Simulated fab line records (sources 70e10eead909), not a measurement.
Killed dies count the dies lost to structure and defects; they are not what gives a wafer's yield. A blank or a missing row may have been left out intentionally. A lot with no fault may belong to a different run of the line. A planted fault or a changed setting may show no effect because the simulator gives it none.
Comparing a struck lot with a sound one / flow nand harc / 22 steps out of a route of 1159
Sound: these wafers, L703.1, L703.5, L703.6. Wafers L711.1, L711.3, L711.4 were the ones struck. The cause is given at the end.
For every step that has rows: the tool of each side, followed by ch and its chambers, followed by its first start. Under that, the readings that differ: sound wafers / struck wafers / difference of the means / sigmas: that difference in standard deviations of wafers without a fault.
alike: readings with means less than 2 such deviations apart, plus words and numbers identical on both sides. not compared: withheld readings, readings lacking a value on some wafer, bounds such as >300 that could conceal the same value, and numbers that have no deviation in the record and whose values overlap.
Wherever a step has rows on one side only, a row that says differs or no value, or a row with sigmas, the two part there. Numbers that don't overlap but have no deviation are shown without sigmas and don't part them. A reading missing from all wafers of one side parts the sides only when that side holds two or more wafers.

NHARC_A_CONTACT_CMP_20: polishes, t overpolish 30 s, target thk 300 nm.
  sound on cmp-03 ch 0,2,3, day 18 18:43; struck on cmp-01 ch 0,1,3, day 20 18:36
  alike: motor current A, overpolish run s, time to endpoint s
after that, 1 step had no rows for these wafers: NHARC_A_CONTACT_SRD_22.
NHARC_A_CONTACT_INSPECT_23:
  struck on defect inspect-02, day 20 19:00; sound on defect inspect-01, day 18 19:04
  alike: raw defect count
then, 8 steps without rows for these wafers: NHARC_A_BLC_DEHYDRATE_00 (time 120 s); NHARC_A_BLC_HMDS_01 (time 30 s); NHARC_A_BLC_COAT_02 (time 75 s); NHARC_A_BLC_COAT_03 (time 65 s); NHARC_A_BLC_COAT_04 (resist thk 90 nm); NHARC_A_BLC_SOFTBAKE_05 (time 55 s); NHARC_A_BLC_EBR_06; NHARC_A_BLC_EXPOSE_07 (exposes mask A BLC, target cd 100 nm).
NHARC_A_BLC_PEB_08: peb time 65 s.
  sound on litho track-06 ch 0, day 18 19:30; struck on litho track-01 ch 0, day 20 19:26
reading=heater power total W (W); sound=155.9 157.0 157.0; struck=126.9 126.8 126.9; difference=-29.8; sigmas=-68
reading=plate temp C (C); sound=99.94 100.05 100.11; struck=85.82 85.75 85.84; difference=-14.23; sigmas=-99 or more
  alike: chill plate temp C
then, 1 step without rows for these wafers: NHARC_A_BLC_DEVELOP_09 (develop time 35 s).
NHARC_A_BLC_CD_MEAS_10 targets a cd of 100 nm.
  sound on cd sem-01 ch 0, day 18 19:35; struck on cd sem-03 ch 0, day 20 19:31
reading=cd nm (nm); sound=101.4 101.3 99.5; struck=22.8 23.4 22.1; difference=-78.0; sigmas=-84
NHARC_A_BLC_OVL_MEAS_11:
  struck on overlay-01, day 20 19:37; sound on overlay-02, day 18 19:40
  alike: overlay x nm, overlay y nm
NHARC_A_BLC_INSPECT_12:
  struck on defect inspect-02, day 20 19:38; sound on defect inspect-01, day 18 19:43
  alike: raw defect count
NHARC_A_BLC_DESCUM_15: chemistry O2, time 3 s.
  sound on rie diel-02 ch 1,2, day 18 19:48; struck on rie diel-04 ch 0,3, day 20 19:42
reading=showerhead plenum p Torr (Torr); sound=1.81 1.80 1.77; struck=2.04 2.00 2.00; difference=+0.22; sigmas=+2
reading=model.A_BLC.cd nm (nm); sound=100.9 100.7 98.73; struck=22.93 22.75 21.2; difference=-77.82; sigmas=
  alike: drypump motor current A, oes product au, rf vpp V, throttle valve pct
  not compared: rf hours counter h
NHARC_A_BLC_ETCH_16: etches the open film in CF4, target depth 39 nm, time 65 s.
  sound on rie diel-02 ch 1,3, day 18 19:53; struck on rie diel-04 ch 0,2, day 20 19:49
  alike: drypump motor current A, oes product au, rf vpp V, showerhead plenum p Torr, throttle valve pct
  not compared: rf hours counter h
NHARC_A_BLC_ETCH_17: etches the open film in N2/H2, target depth 390 nm, time 609.38 s.
  sound on rie diel-02 ch 1,2,3; struck on rie diel-04 ch 0,2,3
  alike: drypump motor current A, oes product au, rf vpp V, showerhead plenum p Torr, throttle valve pct
  not compared: rf hours counter h
NHARC_A_BLC_ETCH_18: etches the open film in C4F8/O2/Ar, target depth 910 nm.
  sound on rie diel-02 ch 1,2,3; struck on rie diel-04 ch 2,3
reading=oes product au (a.u.); sound=0.904 0.918 0.924; struck=0.965 0.960 0.976; difference=+0.052; sigmas=+2
reading=model.A_BLC.cd nm (nm); sound=103.9 99.08 98.62; struck=24.08 23.84 21.64; difference=-77.35; sigmas=
  alike: rf vpp V
  not compared: rf hours counter h
NHARC_A_BLC_CD_MEAS_19:
  struck on cd sem-02, day 20 20:51; sound on cd sem-01, day 18 20:56
reading=cd nm (nm); sound=104.1 99.1 98.7; struck=24.3 23.9 21.7; difference=-77.3; sigmas=-34
NHARC_A_BLC_STRIP_29: strips in CF4.
  sound on rie diel-02 ch 1,3, day 18 21:01; struck on rie diel-11 ch 0,2,3, day 20 20:58
  alike: drypump motor current A, oes product au, rf vpp V, showerhead plenum p Torr, throttle valve pct
  not compared: rf hours counter h

## WHERE THEY PART
Last at NHARC_A_BLC_CD_MEAS_19 as far as this record goes, first at NHARC_A_BLC_PEB_08. Later steps at which nothing parts them and some readings are alike: NHARC_A_BLC_STRIP_29.

WHY: what had been put in by the simulator
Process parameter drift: litho track-01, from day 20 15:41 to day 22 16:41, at NHARC_A_BLC_PEB_08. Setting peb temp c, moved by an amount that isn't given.
